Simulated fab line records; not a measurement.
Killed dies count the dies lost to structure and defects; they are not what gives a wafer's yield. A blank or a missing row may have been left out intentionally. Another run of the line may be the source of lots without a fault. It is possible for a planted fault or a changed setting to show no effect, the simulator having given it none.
fab line records	flow n5-finfet
[record] lots = 6	wafers = 17	last-day = 16
route steps=1938 shown BEOL_M1@814 BEOL_M4@1111 PASSIVATION@1936
lots that met no fault: from a run of the same line without faults
start-h: start of the lot's first displayed wafer, in hours after the record's first day	wait-h: how many hours have passed since the lot's step before this one	" same as the row above	L1.1+2: several wafers, shown together as one row	- no value present, or no start provided	* or withheld: withheld	< > ~ a bound
route shown NAME@n: names a module that has steps shown in the file, with the first one's number in the route	usual: mean/standard deviation of fault-free wafers	same: alike in all rows	chamber/n: place in a boat	sites: the reading at each site	_std_site: the standard deviation of these	_edge_site: inner sites' mean taken away from outer sites' mean	radius-mm: how far each site lies from the wafer's centre	mask NAME#n: copy n	behind: the most recent tool/chamber to have shaped the wafer	hold: what put the lot on hold/how long, in hours/how the hold closed	device: names the non-switching transistor (n, p or np)	end of line: tests of these same wafers at the route's end	where a step has no rows: the recipe by itself	killed: dies lost to structure and defects at the first sort, not the wafer's yield	map: a wafer's dies, marking killed ones x, the rest . and places with no die _
set.NAME: the setting that was run; set.NAME@STEP: the one run at that earlier step	model.NAME: the simulator's own value behind a step, which no gauge read
lots seen at some steps along the route; tables by step, rows by wafer
services: a tool's chamber out of use, with start hour (start-h, from the record's first day; less than 0 if before it), hours out, and reason
[[steps]]
[step N5_BEOL_M1_SPUTTER_48]
[recipe] material = Cu	target-thk-a = 45	temp-c = -20	chamber-pressure-pa = 0.07	power-w = withheld	time-s = 8.29
[step N5_BEOL_M1_ANNEAL_49]
[recipe] temp-c = 400	time-s = 240	ambient = vacuum
[step N5_BEOL_M1_SPUTTER_79]
[recipe] material = Cu	target-thk-a = 45	temp-c = -20	chamber-pressure-pa = 0.07	power-w = withheld	time-s = 8.29
[usual] chamber-pressure-pa = 0.07/0.00014	chuck-gas-flow-sccm = 1.26/0.055	chuck-sensor-temp-C = -15.8/0.45	throttle-valve-pct = 29.6/1.2
lot.wafer	tool	chamber	start-h	wait-h	chamber-pressure-pa	chuck-gas-flow-sccm	chuck-sensor-temp-C	throttle-valve-pct
L409.1	pvd-sputter-03	-	133.84	0.1	0.0699	1.34	-15.3	29.9
L409.3	"	-	"	"	0.06985	1.30	-16.1	32.0
L409.4	"	-	"	"	0.06994	1.27	-15.2	28.6
L419.3	pvd-sputter-01	-	198.33	0.1	0.06989	1.21	-16.3	28.9
L419.5	"	-	"	"	0.07002	1.31	-16.2	27.8
L419.6	"	-	"	"	0.06986	1.32	-16.4	28.9
L420.1	pvd-sputter-03	-	201.67	0.1	0.07007	1.31	-16.0	32.1
L420.4	"	-	"	"	0.0702	1.17	-15.1	28.7
L420.5	"	-	"	"	0.06992	1.39	-15.0	30.0
L423.2	pvd-sputter-03	-	212.88	0.1	0.07	1.35	-15.1	28.7
L423.3	"	-	"	"	0.06991	1.28	-16.0	32.0
L423.5	"	-	"	"	0.07006	1.25	-16.1	32.4
L422.2	pvd-sputter-02	-	228.72	0.1	0.0698	1.22	-16.4	30.7
L422.3	"	-	"	"	0.06997	1.24	-15.3	28.6
L422.5	"	-	"	"	0.07006	1.18	-16.1	28.7
L428.1	pvd-sputter-01	-	250.73	0.1	0.07015	1.24	-16.3	30.8
L428.5	"	-	"	"	0.06989	1.27	-16.4	28.8
[step N5_BEOL_M1_ANNEAL_80]
[recipe] temp-c = 400	time-s = 240	ambient = vacuum
[step N5_BEOL_M1_SPUTTER_81]
[recipe] material = Cu	target-thk-a = 45	temp-c = -20	chamber-pressure-pa = 0.07	power-w = withheld	time-s = 8.29
[step N5_BEOL_M1_ANNEAL_82]
[recipe] temp-c = 400	time-s = 240	ambient = vacuum
[step N5_BEOL_M1_SPUTTER_86]
[recipe] material = Cu	target-thk-a = 45	temp-c = -20	chamber-pressure-pa = 0.07	power-w = withheld	time-s = 8.29
[step N5_BEOL_M1_ANNEAL_87]
[recipe] temp-c = 400	time-s = 240	ambient = vacuum
[usual] heater-power-w = 823/58
lot.wafer	tool	chamber	start-h	wait-h	heater-power-w
L409.1	pvd-sputter-03	-	134.36	0.0	860
L409.3	"	-	"	"	841
L409.4	"	-	"	"	886
L419.3	pvd-sputter-01	-	198.85	0.0	729
L419.5	"	-	"	"	822
L419.6	"	-	"	"	735
L420.1	pvd-sputter-03	-	202.19	0.0	827
L420.4	"	-	"	"	912
L420.5	"	-	"	"	884
L423.2	pvd-sputter-03	-	213.40	0.0	903
L423.3	"	-	"	"	844
L423.5	"	-	"	"	841
L422.2	pvd-sputter-02	-	229.24	0.0	745
L422.3	"	-	"	"	774
L422.5	"	-	"	"	772
L428.1	pvd-sputter-01	-	251.25	0.0	869
L428.5	"	-	"	"	755
[step N5_BEOL_M1_SPUTTER_88]
[recipe] material = Cu	target-thk-a = 45	temp-c = -20	chamber-pressure-pa = 0.07	power-w = withheld	time-s = 8.29
[step N5_BEOL_M1_ANNEAL_89]
[recipe] temp-c = 400	time-s = 240	ambient = vacuum
[usual] heater-power-w = 826/60
lot.wafer	tool	chamber	start-h	wait-h	heater-power-w
L409.1	pvd-sputter-03	-	134.58	0.0	868
L409.3	"	-	"	"	830
L409.4	"	-	"	"	898
L419.3	pvd-sputter-01	-	199.07	0.0	737
L419.5	"	-	"	"	809
L419.6	"	-	"	"	721
L420.1	pvd-sputter-03	-	202.41	0.0	840
L420.4	"	-	"	"	924
L420.5	"	-	"	"	868
L423.2	pvd-sputter-03	-	213.62	0.0	942
L423.3	"	-	"	"	848
L423.5	"	-	"	"	847
L422.2	pvd-sputter-02	-	229.46	0.0	761
L422.3	"	-	"	"	784
L422.5	"	-	"	"	778
L428.1	pvd-sputter-01	-	251.47	0.0	865
L428.5	"	-	"	"	738
[step N5_BEOL_M1_SPUTTER_90]
[recipe] material = Cu	target-thk-a = 45	temp-c = -20	chamber-pressure-pa = 0.07	power-w = withheld	time-s = 8.29
[step N5_BEOL_M1_ANNEAL_91]
[recipe] temp-c = 400	time-s = 240	ambient = vacuum
[usual] heater-power-w = 823/60
lot.wafer	tool	chamber	start-h	wait-h	heater-power-w
L409.1	pvd-sputter-03	-	134.80	0.0	872
L409.3	"	-	"	"	837
L409.4	"	-	"	"	910
L419.3	pvd-sputter-01	-	199.29	0.0	726
L419.5	"	-	"	"	816
L419.6	"	-	"	"	728
L420.1	pvd-sputter-03	-	202.63	0.0	858
L420.4	"	-	"	"	904
L420.5	"	-	"	"	884
L423.2	pvd-sputter-03	-	213.84	0.0	899
L423.3	"	-	"	"	838
L423.5	"	-	"	"	831
L422.2	pvd-sputter-02	-	229.68	0.0	738
L422.3	"	-	"	"	763
L422.5	"	-	"	"	771
L428.1	pvd-sputter-01	-	251.69	0.0	883
L428.5	"	-	"	"	720
[step N5_BEOL_M1_SPUTTER_92]
[recipe] material = Cu	target-thk-a = 45	temp-c = -20	chamber-pressure-pa = 0.07	power-w = withheld	time-s = 8.29
[usual] chamber-pressure-pa = 0.06999/0.00015	chuck-gas-flow-sccm = 1.26/0.05	chuck-sensor-temp-C = -15.8/0.44	throttle-valve-pct = 29.5/1.2
lot.wafer	tool	chamber	start-h	wait-h	chamber-pressure-pa	chuck-gas-flow-sccm	chuck-sensor-temp-C	throttle-valve-pct
L409.1	pvd-sputter-03	-	134.94	0.1	0.06973	1.34	-15.2	29.8
L409.3	"	-	"	"	0.07016	1.33	-16.0	32.3
L409.4	"	-	"	"	0.07017	1.23	-15.2	29.0
L419.3	pvd-sputter-01	-	199.43	0.1	-	-	-	-
L419.5	"	-	"	"	-	-	-	-
L419.6	"	-	"	"	-	-	-	-
L420.1	pvd-sputter-03	-	202.77	0.1	-	-	-	-
L420.4	"	-	"	"	-	-	-	-
L420.5	"	-	"	"	-	-	-	-
L423.2	pvd-sputter-03	-	213.98	0.1	0.07	1.28	-15.2	28.6
L423.3	"	-	"	"	0.06995	1.26	-15.9	32.2
L423.5	"	-	"	"	0.07005	1.30	-16.2	32.0
L422.2	pvd-sputter-02	-	229.82	0.1	0.07022	1.28	-16.2	30.6
L422.3	"	-	"	"	0.06994	1.23	-15.2	28.3
L422.5	"	-	"	"	0.07014	1.18	-16.1	28.8
L428.1	pvd-sputter-01	-	251.83	0.1	0.07005	1.26	-16.4	30.5
L428.5	"	-	"	"	0.0698	1.34	-16.5	28.9
[step N5_BEOL_M1_ANNEAL_93]
[recipe] temp-c = 400	time-s = 240	ambient = vacuum
[usual] heater-power-w = 826/61
lot.wafer	tool	chamber	start-h	wait-h	heater-power-w
L409.1	pvd-sputter-03	-	135.02	0.0	879
L409.3	"	-	"	"	832
L409.4	"	-	"	"	922
L419.3	pvd-sputter-01	-	199.51	0.0	725
L419.5	"	-	"	"	808
L419.6	"	-	"	"	712
L420.1	pvd-sputter-03	-	202.85	0.0	833
L420.4	"	-	"	"	916
L420.5	"	-	"	"	887
L423.2	pvd-sputter-03	-	214.06	0.0	901
L423.3	"	-	"	"	844
L423.5	"	-	"	"	854
L422.2	pvd-sputter-02	-	229.90	0.0	739
L422.3	"	-	"	"	769
L422.5	"	-	"	"	797
L428.1	pvd-sputter-01	-	251.91	0.0	875
L428.5	"	-	"	"	741
[step N5_BEOL_M4_RC_MEAS_101]
[usual] DIBL_N = 36.3/1.6	DIBL_P = 36.2/2.1	IOFF_N = 0.16/0.031	IOFF_P = 0.21/0.034	ION_N = 673/11	ION_P = 461/7.4	SS_N = 71.6/0.55	SS_P = 73.3/0.66	VT_N = 251/3.2	VT_P = -251/3.5
lot.wafer	tool	chamber	start-h	wait-h	DIBL_N[mV/V]	DIBL_P[mV/V]	IOFF_N[nA/um]	IOFF_P[nA/um]	ION_N[uA/um]	ION_P[uA/um]	SS_N[mV/dec]	SS_P[mV/dec]	VT_N[mV]	VT_P[mV]
L409.1	prober-02	0	163.10	0.0	34.0	35.9	0.15	0.20	683	466	70.8	72.9	250	-253
L409.3	"	0	"	"	36.2	37.4	0.18	0.22	682	456	71.5	73.7	249	-251
L409.4	"	0	"	"	36.6	39.3	0.19	0.25	669	461	71.9	73.8	247	-249
L419.3	prober-02	0	229.59	0.3	35.2	37.4	0.15	0.21	655	455	71.7	74.1	251	-249
L419.5	"	0	"	"	36.3	39.1	0.18	0.24	687	471	71.4	73.8	248	-248
L419.6	"	0	"	"	35.2	37.2	0.15	0.19	667	457	71.0	73.1	248	-251
L420.1	prober-01	0	236.31	0.0	35.9	36.0	0.14	0.18	680	467	71.1	73.3	249	-254
L420.4	"	0	"	"	36.2	36.5	0.14	0.19	679	466	71.0	73.5	251	-252
L420.5	"	0	"	"	35.9	35.5	0.14	0.17	669	451	70.9	72.5	252	-256
L423.2	prober-02	0	245.59	0.2	35.8	36.0	0.16	0.23	678	469	71.1	72.4	246	-247
L423.3	"	0	"	"	35.2	36.1	0.15	0.23	671	466	71.1	72.8	247	-244
L423.5	"	0	"	"	36.3	37.2	0.17	0.25	685	485	71.4	72.8	249	-243
L422.2	prober-02	0	256.81	0.2	38.6	38.5	0.20	0.26	680	465	71.7	73.7	249	-247
L422.3	"	0	"	"	35.4	35.7	0.14	0.21	662	463	71.0	73.4	252	-246
L422.5	"	0	"	"	36.4	35.7	0.15	0.20	660	453	71.6	72.9	249	-250
L428.1	prober-01	0	280.98	0.0	37.6	36.2	0.15	0.19	664	454	72.1	73.3	252	-252
L428.5	"	0	"	"	36.0	35.4	0.13	0.19	661	454	72.1	73.5	254	-254
[step N5_PASSIVATION_PROBE_49]
[usual] defect-limited-yield = 91.5/1.5	killed_at_M0_to_M3 = 32/9.4	killed_at_M4_up = 12/5.1	killed-at-contacts = 11/7.4	killed-at-front-end = 41/11	killed-at-other = 3.4/2.5	killed-dies = 100/17	killed-open = 65/14	killed-short = 33/7	sort_bin_5_function = 4.9/0.96	sort_bin_6_memory = 3.1/0.7	sort-n-pass = 1080/17	sort-yield-pct = 91.5/1.5
[same] gross-dies = 1180	killed-at-back-side = 0	sort_bin_4_leakage[%] = 0	sort_bin_8_speed[%] = 0
lot.wafer	tool	chamber	start-h	wait-h	defect-limited-yield[%]	killed_at_M0_to_M3	killed_at_M4_up	killed-at-contacts	killed-at-front-end	killed-at-other	killed-dies	killed-open	killed-short	sort_bin_5_function[%]	sort_bin_6_memory[%]	sort-n-pass	sort-yield-pct[%]
L409.1	prober-01	-	255.69	0.0	92.3	27	14	8	38	4	91	56	26	3.9	3.1	1089	92.3
L409.3	prober-01	-	255.79	0.1	93.6	22	7	14	29	4	76	44	23	3.8	1.4	1104	93.6
L409.4	prober-01	-	255.84	0.2	92.7	26	10	11	32	7	86	43	43	4.2	2.9	1094	92.7
L420.1	prober-01	-	326.39	0.0	91.4	44	7	8	40	2	101	56	40	5.3	3.1	1079	91.4
L420.4	prober-01	-	326.54	0.2	91.4	46	9	12	35	0	102	68	27	5.6	2.8	1078	91.4
L420.5	prober-01	-	326.59	0.2	90.6	33	9	5	60	4	111	75	31	4.9	4.2	1069	90.6
L419.3	prober-01	-	327.55	0.1	91.1	41	17	11	31	5	105	67	33	4.8	3.9	1075	91.1
L419.5	prober-01	-	327.65	0.2	91.3	39	14	2	45	3	103	64	30	5.1	3.1	1077	91.3
L419.6	prober-01	-	327.70	0.3	88.2	37	11	19	65	7	139	90	43	7.0	4.3	1041	88.2
L423.2	prober-02	-	342.76	0.1	91.9	20	23	11	40	1	95	71	22	4.7	2.9	1085	91.9
L423.3	prober-02	-	342.81	0.1	91.7	43	10	4	40	1	98	65	33	4.7	3.4	1082	91.7
L423.5	prober-02	-	342.91	0.2	93.4	25	11	7	35	0	78	57	21	3.9	2.6	1102	93.4
L428.1	prober-01	-	385.17	0.0	89.5	40	16	17	41	10	124	75	47	7.1	3.1	1056	89.5
L428.5	prober-01	-	385.37	0.2	89.7	53	19	16	31	3	122	82	39	6.8	3.1	1058	89.7
// killed by level:class
L409.1 HKMG_FIN:area-etch=8 BEOL_M0_SAQP:geometric-particle:open=7 BEOL_M2:geometric-particle:open=6 BEOL_M4:geometric-particle:open=6 FIN_SAQP:geometric-particle:open=5 STI_FIN_REVEAL:geometric-particle:open=5 MOL_CONTACT_COAG:geometric-particle:open=5 DUMMY_GATE:geometric-particle:open=4
L409.3 MOL_CONTACT_COAG:geometric-particle:open=12 HKMG_FIN:area-etch=9 DUMMY_GATE:geometric-particle:open=6 BEOL_M1:geometric-particle:open=5 BEOL_M4:geometric-particle:open=5 STARTING-WAFER:geometric-particle:short=4 GATE_CUT:geometric-particle:open=3 BEOL_M1:geometric-particle:short=3
L409.4 GATE_CUT:geometric-particle:short=8 BEOL_M2:geometric-particle:open=7 MOL_CONTACT_COAG:geometric-particle:short=6 STARTING-WAFER:geometric-particle:short=6 MOL_CONTACT_COAG:geometric-particle:open=5 FIN_SAQP:geometric-particle:open=4 BEOL_M0_SAQP:geometric-particle:short=4 BEOL_M2:geometric-particle:short=4
L420.1 BEOL_M0_SAQP:geometric-particle:short=12 STI_FIN_REVEAL:geometric-particle:open=11 BEOL_M0_SAQP:geometric-particle:open=10 MOL_CONTACT_COAG:geometric-particle:open=7 FIN_SAQP:geometric-particle:open=6 FIN_SAQP:geometric-particle:short=5 STI_FIN_REVEAL:geometric-particle:short=5 BEOL_M2:geometric-particle:open=5
L420.4 STI_FIN_REVEAL:geometric-particle:open=11 BEOL_M0_SAQP:geometric-particle:open=11 BEOL_M0_SAQP:geometric-particle:short=10 MOL_CONTACT_COAG:geometric-particle:open=9 BEOL_M3:geometric-particle:open=9 BEOL_M4:geometric-particle:open=9 BEOL_M1:interface-void-opened=6 DUMMY_GATE:geometric-particle:open=5
L420.5 FIN_SAQP:geometric-particle:open=19 STI_FIN_REVEAL:geometric-particle:open=17 FIN_SAQP:geometric-particle:short=11 BEOL_M0_SAQP:geometric-particle:open=9 BEOL_M3:geometric-particle:open=6 STI_FIN_REVEAL:geometric-particle:short=5 BEOL_M0_SAQP:geometric-particle:short=5 BEOL_M4:geometric-particle:open=5
L419.3 MOL_CONTACT_COAG:geometric-particle:open=10 BEOL_M3:geometric-particle:open=10 BEOL_M0_SAQP:geometric-particle:open=8 BEOL_M2:geometric-particle:open=6 BEOL_M1:geometric-particle:short=6 BEOL_M4:geometric-particle:open=6 FIN_SAQP:geometric-particle:open=5 BEOL_M1:interface-void-opened=5
L419.5 BEOL_M4:geometric-particle:open=11 STI_FIN_REVEAL:geometric-particle:open=10 FIN_SAQP:geometric-particle:short=9 BEOL_M0_SAQP:geometric-particle:open=8 BEOL_M3:geometric-particle:open=8 BEOL_M2:geometric-particle:open=7 BEOL_M1:interface-void-opened=7 FIN_SAQP:geometric-particle:open=5
L419.6 FIN_SAQP:geometric-particle:open=16 MOL_CONTACT_COAG:geometric-particle:open=16 STI_FIN_REVEAL:geometric-particle:open=15 FIN_SAQP:geometric-particle:short=12 BEOL_M2:geometric-particle:open=9 BEOL_M3:geometric-particle:open=6 BEOL_M1:geometric-particle:short=5 STARTING-WAFER:geometric-particle:short=5
L423.2 BEOL_M2:geometric-particle:open=10 MOL_CONTACT_COAG:geometric-particle:open=9 BEOL_M4:geometric-particle:open=8 FIN_SAQP:geometric-particle:open=7 DUMMY_GATE:geometric-particle:open=7 GATE_CUT:geometric-particle:short=6 STI_FIN_REVEAL:geometric-particle:open=5 FIN_SAQP:geometric-particle:short=4
L423.3 STI_FIN_REVEAL:geometric-particle:open=17 BEOL_M0:geometric-particle:short=8 BEOL_M3:geometric-particle:open=8 BEOL_M0_SAQP:geometric-particle:open=7 BEOL_M2:geometric-particle:open=7 GATE_CUT:geometric-particle:short=6 BEOL_M0_SAQP:geometric-particle:short=6 GATE_CUT:geometric-particle:open=4
L423.5 BEOL_M2:geometric-particle:open=10 DUMMY_GATE:geometric-particle:open=9 FIN_SAQP:geometric-particle:open=6 BEOL_M3:geometric-particle:open=6 BEOL_M4:geometric-particle:open=6 DUMMY_GATE:geometric-particle:short=4 MOL_CONTACT_COAG:geometric-particle:open=4 GATE_CUT:geometric-particle:short=3
L428.1 BEOL_M0_SAQP:geometric-particle:short=16 MOL_CONTACT_COAG:geometric-particle:open=13 BEOL_M0_SAQP:geometric-particle:open=10 STI_FIN_REVEAL:geometric-particle:open=7 FIN_SAQP:geometric-particle:short=6 FIN_SAQP:geometric-particle:open=6 DUMMY_GATE:geometric-particle:open=5 BEOL_M3:geometric-particle:open=5
L428.5 MOL_CONTACT_COAG:geometric-particle:open=14 BEOL_M2:geometric-particle:open=12 BEOL_M3:geometric-particle:open=10 BEOL_M0_SAQP:geometric-particle:open=8 FIN_SAQP:geometric-particle:open=6 BEOL_M0_SAQP:geometric-particle:short=6 BEOL_M7:geometric-particle:open=6 BEOL_M3:geometric-particle:short=6
[[services]]
tool	chamber	start-h	hours	kind
pvd-sputter-03	-	116.95	1.2	repair
[[key]]
[first-sign] step = N5_BEOL_M1_SPUTTER_92	reading = tool-record	direction = missing
effect none on later readings
met-at N5_BEOL_M1_SPUTTER_92
struck-wafers L419.3,L419.5,L419.6,L420.1,L420.4,L420.5
onset-between 134.94 199.43
[fault] kind = skipped-step-whole	tool = pvd-sputter-01,pvd-sputter-03	chamber = -	onset-h = 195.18	steps = N5_BEOL_M1_SPUTTER_92	scope = struck-lots-only
